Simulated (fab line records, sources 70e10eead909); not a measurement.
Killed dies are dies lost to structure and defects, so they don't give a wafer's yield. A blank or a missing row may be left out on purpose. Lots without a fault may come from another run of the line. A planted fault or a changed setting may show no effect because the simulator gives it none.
One fault seen from 3 desks | flow nand_harc | each desk has only its own numbers; what lay behind them comes last

THE METROLOGY DESK
What the gauges read, lot by lot, whatever tool the lot ran on: means of the sampled wafers that have a number. A lot is out of limits, marked OUT, if its mean lies more than 4 standard deviations from the usual mean; the brackets give that distance.
Columns: A = overlay_x_nm at NHARC_A_BONDPAD_OVL_MEAS_35, usual 1 nm; B = overlay_y_nm at NHARC_A_BONDPAD_OVL_MEAS_35, usual -2 nm
lot  | first seen here | A  | B
L545 | day 18 02:49    | 1  | 5
L546 | day 18 03:32    | -2 | -11
L547 | day 18 05:20    | -0 | -3
L543 | day 18 06:12    | -2 | -13
L548 | day 19 03:07    | 9  | 11
L544 | day 19 05:56    | 6  | -2
L549 | day 19 06:32    | 0  | -9
L550 | day 20 02:38    | 3  | -1
L552 | day 20 03:32    | -0 | -9
L551 | day 20 09:30    | 1  | -3
L553 | day 21 02:51    | 1  | -2
L554 | day 21 04:56    | -7 | -1
L560 | day 21 17:46    | 3  | -8
L559 | day 22 00:09    | 2  | -5
L557 | day 22 00:55    | -4 | -8
This desk's finding: nothing out of limits on any of the 15 lots.

THE TOOL OWNER'S DESK: rie_diel-05
The tool's own readings at NHARC_A_BONDPAD_ETCH_12 (etches the open film in CHF3/O2, target depth 220 nm, time 110 s): means of the sampled wafers that have a number, for each lot that ran on this tool. A lot is out of limits, marked OUT, if its mean lies more than 4 standard deviations from the usual mean; the brackets give that distance. Of its 8 readings 7 are shown: those that lie furthest out on some lot.
Columns: A = bias_w at NHARC_A_BONDPAD_ETCH_12, usual 200.0 W; B = chamber_pressure_mTorr at NHARC_A_BONDPAD_ETCH_12, usual 25.003 mTorr; C = drypump_motor_current_A at NHARC_A_BONDPAD_ETCH_12, usual 5.56 A; D = oes_product_au at NHARC_A_BONDPAD_ETCH_12, usual 0.947 a.u.; E = rf_fwd_power_W at NHARC_A_BONDPAD_ETCH_12, usual 497.7 W; F = rf_vpp_V at NHARC_A_BONDPAD_ETCH_12, usual 369.3 V; G = throttle_valve_pct at NHARC_A_BONDPAD_ETCH_12, usual 20.573 %
lot  | first seen here | A     | B      | C    | D     | E     | F     | G
L545 | day 18 03:10    | 200.3 | 24.998 | 5.63 | 0.959 | 498.4 | 368.2 | 20.576
L546 | day 18 03:49    | 199.7 | 24.993 | 5.60 | 0.929 | 498.3 | 370.3 | 20.567
L547 | day 18 05:39    | 199.7 | 24.997 | 5.61 | 0.926 | 498.1 | 370.0 | 20.573
L548 | day 19 03:28    | 200.5 | 24.984 | 5.35 | 0.960 | 497.4 | 369.7 | 20.579
L549 | day 19 06:52    | 200.5 | 25.015 | 5.62 | 0.927 | 497.7 | 369.7 | 20.566
L550 | day 20 02:56    | 200.4 | 24.996 | 5.63 | 0.980 | 498.1 | 368.4 | 20.573
L552 | day 20 03:51    | 200.4 | 24.995 | 5.59 | 0.976 | 495.8 | 370.4 | 20.578
L551 | day 20 09:49    | 200.1 | 25.027 | 5.59 | 0.935 | 499.1 | 367.9 | 20.575
L553 | day 21 03:10    | 200.1 | 25.017 | 5.59 | 0.921 | 498.2 | 369.8 | 20.575
L554 | day 21 05:16    | 200.3 | 25.019 | 5.46 | 0.972 | 497.0 | 369.5 | 20.577
This desk's finding: nothing out of limits on any of the 10 lots.

THE DEFECT DESK
What the inspections along the route counted, lot by lot: means of the sampled wafers that have a number. A lot is out of limits, marked OUT, if its mean lies more than 4 standard deviations from the usual mean; the brackets give that distance.
Columns: A = raw_defect_count at NHARC_A_M1_INSPECT_27, usual 456
lot  | first seen here | A
L545 | day 18 00:47    | 566
L546 | day 18 01:29    | 408
L547 | day 18 03:19    | 387
L543 | day 18 04:14    | 480
L548 | day 19 01:05    | 262
L544 | day 19 03:55    | 440
L549 | day 19 04:23    | 369
L550 | day 20 00:38    | 555
L552 | day 20 00:55    | 443
L551 | day 20 07:13    | 340
L553 | day 21 00:35    | 355
L554 | day 21 03:04    | 471
L560 | day 21 15:43    | 480
L559 | day 21 22:07    | 496
L557 | day 21 22:53    | 416
This desk's finding: nothing out of limits on any of the 15 lots.

PUT TOGETHER
The metrology desk saw nothing out of limits.
The tool owner's desk saw nothing out of limits.
The defect desk saw nothing out of limits.

WHAT THE SIMULATOR HAD PUT IN
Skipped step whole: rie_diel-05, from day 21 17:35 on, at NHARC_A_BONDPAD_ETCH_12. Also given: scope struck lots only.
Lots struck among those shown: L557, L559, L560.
